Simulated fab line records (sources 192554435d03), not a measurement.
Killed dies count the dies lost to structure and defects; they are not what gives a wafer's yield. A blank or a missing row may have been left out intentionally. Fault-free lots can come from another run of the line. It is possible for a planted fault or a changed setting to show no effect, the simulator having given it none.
Matching of chambers -- flow n5_finfet -- N5_BEOL_M0_SAQP_STRIP_108 on rie_diel-04: 4 sister chambers
The step strips in N2/H2. 4 wafers are shown with their chamber, then 10 later ones without.

## WAFERS, EACH WITH ITS CHAMBER
wafer,chamber,showerhead_plenum_p_Torr (Torr)
L083.1,2,3.47
L083.3,1,3.27
L091.3,0,3.31
L091.4,3,3.49

## WAFERS WITH NO CHAMBER GIVEN
wafer,showerhead_plenum_p_Torr (Torr)
L091.5,3.26
L093.1,3.26
L093.4,3.30
L093.5,3.30
L095.2,3.26
L095.3,3.46
L095.6,3.26
L097.2,3.26
L097.3,3.30
L097.5,3.46

## CHAMBER TAKEN BY EACH
wafer,from the rows above,in truth
L091.5,1,1
L093.1,1,1
L093.4,can't be placed: 0 or 1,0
L093.5,can't be placed: 0 or 1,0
L095.2,1,1
L095.3,can't be placed: 2 or 3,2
L095.6,1,1
L097.2,1,1
L097.3,can't be placed: 0 or 1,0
L097.5,can't be placed: 2 or 3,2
5 of 10 placed correctly. Can't be placed from these rows: 5 (the true chamber is among the candidates in 5). Wrongly placed: 0.
How it was worked out, from the rows above alone: a wafer's distance from a chamber is the root of the sum, over the readings, of the square of ((its reading less the chamber's mean) divided by the reading's scatter). The wafer belongs to the nearest chamber; if the next one is less than 2 further off, it can't be placed. The mean given for a chamber averages the wafers shown for that chamber. The scatter (one wafer shown for each chamber): square how far every hidden wafer sits from the nearest shown wafer, average those squares and take the square root.
